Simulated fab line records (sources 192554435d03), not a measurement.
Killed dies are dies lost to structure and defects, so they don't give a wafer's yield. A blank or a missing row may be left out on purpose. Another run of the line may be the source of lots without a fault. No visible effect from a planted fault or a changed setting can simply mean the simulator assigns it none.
fab line records	flow n5_finfet
record lots=10	wafers=30	last_day=22
route steps=1938 shown FIN_SAQP@121 FIN_CUT@165
lots untouched by any fault: they come from a run of this same line in which no faults occurred
start_h: the number of hours between the record's first day and the start of the first shown wafer of the lot	wait_h: how many hours have passed since the lot's step before this one	" identical to the entry in the row above	L1.1+2: a row that stands for several wafers	- no value present, or no start provided	* or withheld: withheld	< > ~ a bound
route shown NAME@n: a module of which the file shows steps, and the number in the route of the first	usual: mean/standard deviation taken from wafers without a fault	same: alike in all rows	chamber/n: place in a boat	sites: each site's reading	_std_site: their standard deviation	_edge_site: the outer-site mean with the inner-site mean subtracted	radius_mm: for every site, how far away it sits from the centre of the wafer	mask NAME#n: copy n	behind: the tool/chamber that last shaped the wafer	hold: what put the lot on hold/how long, in hours/how the hold closed	device: transistor that didn't switch, given as n, p or np	end of line: tests run on the same wafers once the route is complete	for a step that has no rows: nothing shown but its recipe	killed: the dies lost at the first sort to structure and to defects; this is not the yield of the wafer	map: dies across one wafer; x = killed, . = not, _ = none there
set.NAME: the setting as run; set.NAME@STEP: as run at that earlier step	model.NAME: the simulator's own value behind a step, which no gauge read
steps of the route over a sample of lots; a table a step, a row a wafer
services: when a tool's chamber went out of use (start_h, in hours from the record's first day, below 0 if earlier), for how many hours, and the reason
## steps
# step N5_FIN_SAQP_STRIP_55
# recipe chemistry=N2/H2	power_w=500	temp_c=40	pressure_mtorr=50	rf_frequency_hz=6e+07	overash_fraction=0.3	bias_power_w=28	h2_frac=0.5	n2_flow_sccm=300	h2_flow_sccm=300
# usual drypump_motor_current_A=5.8/0.45	oes_product_au=0.75/0.077	rf_vpp_V=122.0/1.6	showerhead_plenum_p_Torr=3.37/0.12	throttle_valve_pct=19.1/0.3
lot.wafer	tool	chamber	start_h	wait_h	drypump_motor_current_A	oes_product_au	rf_hours_counter_h	rf_vpp_V	showerhead_plenum_p_Torr	throttle_valve_pct
L392.2	rie_diel-02	0	28.53	0.1	5.6	0.74	143	121.8	3.23	18.6
L392.4	"	3	"	"	5.6	0.81	94	125.0	3.26	19.0
L392.5	"	3	"	"	5.6	0.81	-	119.1	3.25	19.0
L397.3	rie_diel-04	3	58.49	0.1	5.2	0.72	192	122.7	3.47	19.5
L397.4	"	0	"	"	6.1	0.70	-	122.2	3.20	19.1
L397.5	"	2	"	"	5.2	0.73	-	122.8	3.34	18.6
L398.1	rie_diel-04	3	64.06	0.1	5.1	0.72	195	122.2	3.46	19.6
L398.2	"	2	"	"	5.2	0.74	167	122.9	3.34	18.6
L398.4	"	3	"	"	5.1	0.73	-	121.6	3.46	19.6
L400.2	rie_diel-05	3	77.20	0.1	6.6	0.72	151	123.8	3.49	18.9
L400.3	"	0	"	"	6.3	0.70	237	119.9	3.46	19.5
L400.4	"	2	"	"	5.8	0.72	187	121.5	3.47	19.1
L402.1	rie_diel-04	2	88.94	0.1	5.2	0.73	177	122.0	3.33	18.7
L402.2	"	3	"	"	5.1	0.72	201	122.4	3.46	19.6
L402.6	"	2	"	"	5.2	0.74	-	123.8	3.33	18.7
L403.3	rie_diel-05	2	96.84	0.1	5.8	0.71	194	121.6	3.47	19.1
L403.5	"	3	"	"	6.6	0.72	-	122.8	3.48	18.9
L403.6	"	0	"	"	6.3	0.70	-	122.0	3.46	19.5
L404.2	rie_diel-02	0	102.48	0.1	5.6	0.72	168	122.5	3.22	18.6
L404.4	"	1	"	"	5.8	0.76	139	122.3	3.50	18.9
L404.6	"	0	"	"	5.6	0.72	-	119.7	3.22	18.6
L409.1	rie_diel-02	0	130.91	0.1	5.6	0.72	178	119.3	3.22	18.6
L409.2	"	3	"	"	5.7	0.78	127	121.6	3.24	19.0
L409.5	"	3	"	"	5.6	0.80	-	122.4	3.24	19.1
L410.1	rie_diel-02	0	136.32	0.1	5.6	0.71	180	119.5	3.21	18.7
L410.4	"	2	"	"	5.7	0.82	81	125.0	3.54	19.2
L410.5	"	0	"	"	5.6	0.71	-	119.8	3.21	18.7
L411.1	rie_diel-05	1	142.53	0.1	5.4	0.67	244	118.4	3.19	19.6
L411.5	"	0	"	"	6.3	0.96	-	123.4	3.45	19.1
L411.6	"	3	"	"	6.6	0.71	-	123.3	3.47	19.0
# step N5_FIN_SAQP_ETCH_34
# recipe chemistry=C4F6/O2	target=SiO2	target_depth_a=450	time_s=15	ion_energy_ev=250	pressure_mtorr=30	source_w=345	bias_w=185	Ar_flow_sccm=300	C4F6_flow_sccm=10	O2_flow_sccm=10	ends=cleared
# usual O2_flow_sccm=10.00/0.032	drypump_motor_current_A=5.7/0.44	etch_rf_on_time_s=15.04/0.14	mfc_ar_sccm=299.8/0.94	oes_product_au=0.65/0.06	rf_vpp_V=666/7.1	showerhead_plenum_p_Torr=2.85/0.1	throttle_valve_pct=21.16/0.12
lot.wafer	tool	chamber	start_h	wait_h	O2_flow_sccm	drypump_motor_current_A	etch_rf_on_time_s	mfc_ar_sccm	oes_product_au	rf_hours_counter_h	rf_vpp_V	showerhead_plenum_p_Torr	throttle_valve_pct
L392.2	rie_diel-04	3	31.92	0.0	10.00	5.1	15.02	299.5	0.63	182	668	2.94	21.13
L392.4	"	2	"	"	9.99	5.2	15.06	300.5	0.64	155	659	2.84	21.09
L392.5	"	3	"	"	10.04	5.1	15.08	298.2	0.62	-	669	2.94	21.13
L397.3	rie_diel-02	0	61.98	0.0	10.08	5.6	14.99	299.4	0.65	155	670	2.74	20.96
L397.4	"	3	"	"	9.98	5.6	15.42	298.3	0.68	105	663	2.76	21.18
L397.5	"	0	"	"	10.04	5.6	14.99	299.7	0.63	-	670	2.74	20.98
L398.1	rie_diel-02	3	68.01	0.0	9.97	5.6	15.13	301.4	0.69	107	663	2.75	21.19
L398.2	"	0	"	"	9.96	5.6	15.06	300.4	0.62	157	667	2.74	20.98
L398.4	"	1	"	"	9.96	5.7	15.06	299.9	0.66	129	666	2.97	20.99
L400.2	rie_diel-05	1	82.29	0.0	9.91	5.4	15.05	300.3	0.59	222	657	2.71	21.16
L400.3	"	0	"	"	9.97	6.3	15.14	297.8	0.60	238	682	2.91	21.31
L400.4	"	2	"	"	10.00	5.7	14.92	301.2	0.62	189	658	2.94	21.40
L402.1	rie_diel-02	2	94.17	0.0	10.01	5.7	14.60	298.4	0.72	67	675	2.99	21.09
L402.2	"	1	"	"	10.03	5.7	14.79	298.7	0.66	136	665	2.96	20.99
L402.6	"	3	"	"	10.01	5.6	14.96	300.0	0.68	-	663	2.75	21.20
L403.3	rie_diel-02	2	101.68	0.0	10.02	5.7	14.86	301.2	0.71	69	677	2.99	21.09
L403.5	"	1	"	"	10.04	5.7	14.93	300.5	0.65	-	665	2.96	21.01
L403.6	"	0	"	"	9.93	5.6	14.92	299.3	0.63	-	671	2.73	21.00
L404.2	rie_diel-02	2	106.36	0.0	10.00	5.7	14.84	300.7	0.72	71	674	2.99	21.10
L404.4	"	1	"	"	10.01	5.8	14.96	300.7	0.65	140	663	2.96	20.98
L404.6	"	1	"	"	9.96	5.8	14.95	299.5	0.65	-	665	2.96	21.01
L409.1	rie_diel-04	1	134.53	0.0	9.97	5.6	14.84	302.0	0.79	24	665	2.78	21.18
L409.2	"	2	"	"	9.97	5.1	14.94	299.7	0.61	194	661	2.83	21.17
L409.5	"	3	"	"	9.97	5.1	14.88	299.0	0.61	-	669	2.92	21.20
L410.1	rie_diel-04	0	139.62	0.0	10.01	6.1	14.98	298.6	0.58	244	661	2.69	21.19
L410.4	"	2	"	"	10.07	5.2	15.08	300.3	0.61	196	660	2.83	21.15
L410.5	"	0	"	"	9.98	6.1	15.03	299.5	0.59	-	662	2.69	21.20
L411.1	rie_diel-05	3	146.74	0.0	10.01	6.6	15.11	301.3	0.61	179	663	2.95	21.16
L411.5	"	1	"	"	10.03	5.4	15.10	302.2	0.58	-	653	2.70	21.18
L411.6	"	0	"	"	10.00	6.3	14.95	298.8	0.82	-	681	2.90	20.96
# step N5_FIN_SAQP_ETCH_64
# recipe chemistry=CF4	target=SiO2	target_depth_a=15	ion_energy_ev=350	pressure_mtorr=10	icp_w=800	bias_w=400	cf4_flow_sccm=80
# usual drypump_motor_current_A=5.9/0.39	oes_product_au=0.998/0.023	throttle_valve_pct=21.84/0.22
lot.wafer	tool	chamber	start_h	wait_h	drypump_motor_current_A	oes_product_au	rf_hours_counter_h	throttle_valve_pct
L392.2	rie_si-01	1	32.12	0.0	5.1	1.003	139	21.97
L392.4	"	0	"	"	4.9	1.023	110	22.20
L392.5	"	2	"	"	5.9	0.960	-	21.37
L397.3	rie_si-05	3	62.17	0.0	5.8	0.971	110	21.84
L397.4	"	1	"	"	6.3	1.021	29	21.66
L397.5	"	1	"	"	6.3	1.025	-	21.67
L398.1	rie_si-01	3	68.20	0.0	5.8	0.998	24	21.90
L398.2	"	0	"	"	4.9	1.011	111	22.20
L398.4	"	1	"	"	5.2	1.005	139	21.97
L400.2	rie_si-05	0	82.48	0.0	6.0	1.005	16	21.73
L400.3	"	3	"	"	5.8	0.982	111	21.85
L400.4	"	2	"	"	5.9	1.017	-	22.10
L402.1	rie_si-01	3	94.36	0.0	5.8	0.987	25	21.89
L402.2	"	1	"	"	5.2	1.002	140	21.97
L402.6	"	3	"	"	5.8	0.981	-	21.92
L403.3	rie_si-01	3	101.87	0.0	5.8	0.990	25	21.90
L403.5	"	0	"	"	4.9	1.013	-	22.19
L403.6	"	1	"	"	5.1	1.005	-	21.96
L404.2	rie_si-05	0	106.56	0.0	6.0	0.983	17	21.72
L404.4	"	2	"	"	5.9	1.010	90	22.09
L404.6	"	1	"	"	6.3	1.025	-	21.66
L409.1	rie_si-05	2	134.73	0.0	5.9	1.013	90	22.09
L409.2	"	1	"	"	6.3	1.026	30	21.66
L409.5	"	1	"	"	6.3	1.036	-	21.67
L410.1	rie_si-05	3	139.82	0.0	5.8	0.962	112	21.84
L410.4	"	1	"	"	6.3	1.023	30	21.66
L410.5	"	0	"	"	6.0	0.986	-	21.73
L411.1	rie_si-05	3	146.94	0.0	5.9	0.968	112	21.83
L411.5	"	1	"	"	6.3	1.030	-	21.66
L411.6	"	0	"	"	6.0	0.990	-	21.73
# step N5_FIN_SAQP_OCD_MEAS_76
# usual trench_depth_nm=119.8/1.5
lot.wafer	tool	chamber	start_h	wait_h	trench_depth_nm
L392.2	ocd-01	-	32.36	0.0	122.1
L392.4	"	-	"	"	120.4
L392.5	"	-	"	"	117.1
L397.3	ocd-02	-	62.44	0.0	119.9
L397.4	"	-	"	"	120.3
L397.5	"	-	"	"	120.2
L398.1	ocd-02	-	68.44	0.0	118.6
L398.2	"	-	"	"	120.7
L398.4	"	-	"	"	121.7
L400.2	ocd-02	-	82.72	0.0	120.0
L400.3	"	-	"	"	120.4
L400.4	"	-	"	"	120.4
L402.1	ocd-02	-	94.60	0.0	119.4
L402.2	"	-	"	"	122.7
L402.6	"	-	"	"	119.5
L403.3	ocd-01	-	102.11	0.0	119.4
L403.5	"	-	"	"	122.0
L403.6	"	-	"	"	122.6
L404.2	ocd-01	-	106.80	0.0	119.1
L404.4	"	-	"	"	118.6
L404.6	"	-	"	"	117.5
L409.1	ocd-01	-	134.96	0.0	120.1
L409.2	"	-	"	"	120.4
L409.5	"	-	"	"	120.6
L410.1	ocd-01	-	140.06	0.0	119.0
L410.4	"	-	"	"	121.6
L410.5	"	-	"	"	119.3
L411.1	ocd-01	-	147.18	0.0	118.7
L411.5	"	-	"	"	119.4
L411.6	"	-	"	"	119.1
# step N5_FIN_SAQP_INSPECT_40
# recipe inspect_instrument=brightfield	mode=aei
# usual raw_defect_count=219/60
lot.wafer	tool	chamber	start_h	wait_h	raw_defect_count
L392.2	defect_inspect-02	-	32.39	0.0	257
L392.4	"	-	"	"	460
L392.5	"	-	"	"	283
L397.3	defect_inspect-02	-	62.47	0.0	128
L397.4	"	-	"	"	167
L397.5	"	-	"	"	186
L398.1	defect_inspect-01	-	68.47	0.0	194
L398.2	"	-	"	"	222
L398.4	"	-	"	"	254
L400.2	defect_inspect-01	-	82.75	0.0	318
L400.3	"	-	"	"	210
L400.4	"	-	"	"	239
L402.1	defect_inspect-01	-	94.63	0.0	443
L402.2	"	-	"	"	469
L402.6	"	-	"	"	492
L403.3	defect_inspect-02	-	102.14	0.0	398
L403.5	"	-	"	"	426
L403.6	"	-	"	"	477
L404.2	defect_inspect-01	-	106.83	0.0	469
L404.4	"	-	"	"	461
L404.6	"	-	"	"	424
L409.1	defect_inspect-02	-	135.00	0.0	201
L409.2	"	-	"	"	250
L409.5	"	-	"	"	214
L410.1	defect_inspect-02	-	140.09	0.0	217
L410.4	"	-	"	"	262
L410.5	"	-	"	"	213
L411.1	defect_inspect-01	-	147.21	0.0	303
L411.5	"	-	"	"	310
L411.6	"	-	"	"	173
# step N5_FIN_CUT_INSPECT_10
# recipe mode=adi	inspect_instrument=brightfield
# usual raw_defect_count=41/11
lot.wafer	tool	chamber	start_h	wait_h	raw_defect_count
L392.2	defect_inspect-02	-	32.79	0.0	48
L392.4	"	-	"	"	75
L392.5	"	-	"	"	56
L397.3	defect_inspect-02	-	63.08	0.0	30
L397.4	"	-	"	"	36
L397.5	"	-	"	"	29
L398.1	defect_inspect-02	-	68.86	0.1	41
L398.2	"	-	"	"	38
L398.4	"	-	"	"	48
L400.2	defect_inspect-01	-	83.15	0.0	53
L400.3	"	-	"	"	35
L400.4	"	-	"	"	39
L402.1	defect_inspect-01	-	95.02	0.1	266
L402.2	"	-	"	"	307
L402.6	"	-	"	"	297
L403.3	defect_inspect-01	-	102.53	0.0	282
L403.5	"	-	"	"	255
L403.6	"	-	"	"	283
L404.2	defect_inspect-02	-	107.22	0.0	316
L404.4	"	-	"	"	253
L404.6	"	-	"	"	288
L409.1	defect_inspect-01	-	135.40	0.1	33
L409.2	"	-	"	"	51
L409.5	"	-	"	"	56
L410.1	defect_inspect-02	-	140.48	0.1	31
L410.4	"	-	"	"	47
L410.5	"	-	"	"	48
L411.1	defect_inspect-01	-	147.60	0.1	60
L411.5	"	-	"	"	53
L411.6	"	-	"	"	34
# step N5_FIN_CUT_INSPECT_17
# recipe inspect_instrument=brightfield	mode=aei
# usual raw_defect_count=228/64
lot.wafer	tool	chamber	start_h	wait_h	raw_defect_count
L392.2	defect_inspect-01	-	33.80	0.0	300
L392.4	"	-	"	"	481
L392.5	"	-	"	"	293
L397.3	defect_inspect-02	-	64.11	0.0	124
L397.4	"	-	"	"	165
L397.5	"	-	"	"	214
L398.1	defect_inspect-01	-	69.81	0.0	211
L398.2	"	-	"	"	227
L398.4	"	-	"	"	250
L400.2	defect_inspect-01	-	84.24	0.0	339
L400.3	"	-	"	"	212
L400.4	"	-	"	"	240
L402.1	defect_inspect-02	-	96.02	0.0	423
L402.2	"	-	"	"	453
L402.6	"	-	"	"	486
L403.3	defect_inspect-02	-	103.48	0.0	393
L403.5	"	-	"	"	430
L403.6	"	-	"	"	472
L404.2	defect_inspect-01	-	108.33	0.0	453
L404.4	"	-	"	"	473
L404.6	"	-	"	"	408
L409.1	defect_inspect-01	-	136.54	0.0	207
L409.2	"	-	"	"	264
L409.5	"	-	"	"	253
L410.1	defect_inspect-02	-	141.44	0.0	202
L410.4	"	-	"	"	289
L410.5	"	-	"	"	251
L411.1	defect_inspect-01	-	148.55	0.0	352
L411.5	"	-	"	"	322
L411.6	"	-	"	"	172
## services
tool	chamber	start_h	hours	kind
rie_diel-04	1	54.35	-	clean
rie_diel-04	1	54.35	-	consumable_replace:focus_ring
rie_diel-04	1	54.35	18.2	scheduled_down
rie_diel-04	1	54.35	18.2	vent_cycle
rie_si-05	1	74.49	10.9	repair
rie_diel-04	3	81.15	6.9	repair
rie_si-05	0	92.54	11.7	repair
rie_si-05	2	97.20	1.3	repair
rie_diel-05	0	113.99	-	clean
rie_diel-05	0	113.99	-	consumable_replace:focus_ring
rie_diel-05	0	113.99	24.4	scheduled_down
rie_diel-05	0	113.99	24.4	vent_cycle
rie_si-01	0	124.05	7.7	repair
rie_diel-05	1	126.71	2.8	repair
rie_diel-05	2	144.20	3.8	repair
## key
first_sign step=N5_FIN_SAQP_INSPECT_40	reading=raw_defect_count	direction=up	sigmas=3.9	usual=219	struck=451
effect step=N5_FIN_CUT_INSPECT_10	reading=raw_defect_count	direction=up	sigmas=23	usual=41	struck=283
effect step=N5_FIN_CUT_INSPECT_17	reading=raw_defect_count	direction=up	sigmas=3.4	usual=228	struck=443
met_at N5_FIN_SAQP_ETCH_34
struck_lots L402,L403,L404
rows_end L402.1,L402.2,L402.6,L403.3,L403.5,L403.6,L404.2,L404.4,L404.6
not_acting_at N5_FIN_SAQP_STRIP_55,N5_FIN_SAQP_ETCH_64,N5_FIN_SAQP_OCD_MEAS_76
onset_between 68.01 94.17
fault kind=chamber_particle_source	tool=rie_diel-02	chamber=-	onset_h=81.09	steps=N5_FIN_SAQP_ETCH_34	rate_per_visit_cm2=0.40014	until_the_next_wet_clean=True
# rows_end: these wafers met a further fault down the route, and their rows from its step on are left out
